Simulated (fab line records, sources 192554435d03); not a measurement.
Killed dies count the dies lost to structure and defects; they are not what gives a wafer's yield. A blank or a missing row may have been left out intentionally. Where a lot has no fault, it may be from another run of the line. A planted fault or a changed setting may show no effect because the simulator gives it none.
Matching of chambers ; flow n5Finfet ; 4 sister chambers for N5_BEOL_M2_ETCH_69 on rieDiel-01
The step etches SiARC in CF4, target depth 15.6 nm, time 26 s. 14 wafers are shown with their chamber, then 7 later ones without.

WAFERS, EACH WITH ITS CHAMBER
wafer;chamber;throttleValvePct (%);showerheadPlenumPTorr (Torr);oesProductAu (a.u.)
L077.3;1;15.94;2.21;0.63
L077.4;3;15.63;2.16;0.72
L077.6;3;15.62;2.16;0.72
L083.1;2;16.18;2.04;0.57
L083.3;1;15.94;2.21;0.62
L083.5;2;16.20;2.04;0.57
L082.1;1;15.96;2.21;0.63
L082.3;0;15.47;2.18;0.76
L082.5;0;15.47;2.18;0.76
L084.3;3;15.65;2.15;0.71
L084.4;1;15.95;2.21;0.62
L084.5;2;16.17;2.04;0.57
L087.1;1;15.97;2.20;0.61
L087.4;3;15.65;2.15;0.70

SIGNATURES (averages over the wafers above)
reading;chamber 0;chamber 1;chamber 2;chamber 3;scatter within a chamber
throttleValvePct;15.4700;15.9520;16.1833;15.6375;0.0135
showerheadPlenumPTorr;2.1800;2.2080;2.0400;2.1550;0.00424
oesProductAu;0.7600;0.6220;0.5700;0.7125;0.00745
Rule: distance of a wafer from a chamber = root of the sum over the readings of ((wafer's reading minus chamber's mean) / reading's scatter) squared. If the next closest chamber is less than 2 further off than the closest, the wafer can't be placed; otherwise it belongs to the closest. The scatter: the root of (the sum of the squares of (reading less its chamber's mean) over the shown wafers, divided by (wafers less chambers)).

WAFERS WITHOUT THEIR CHAMBER
wafer;throttleValvePct (%);showerheadPlenumPTorr (Torr);oesProductAu (a.u.)
L087.5;15.72;2.30;0.82
L090.3;15.49;2.18;0.74
L090.5;15.97;2.20;0.62
L090.6;15.73;2.29;0.81
L096.1;15.75;2.29;0.76
L096.2;15.70;2.14;0.67
L096.3;16.02;2.20;0.60

THE CHAMBER EACH PASSED THROUGH
wafer;from the rows above;in truth
L087.5;0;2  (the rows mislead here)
L090.3;0;0
L090.5;1;1
L090.6;0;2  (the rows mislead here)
L096.1;1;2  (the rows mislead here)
L096.2;3;3
L096.3;1;1
Correct placement for 4 of the 7. From these rows, 0 cannot be placed. Number placed wrongly: 3.
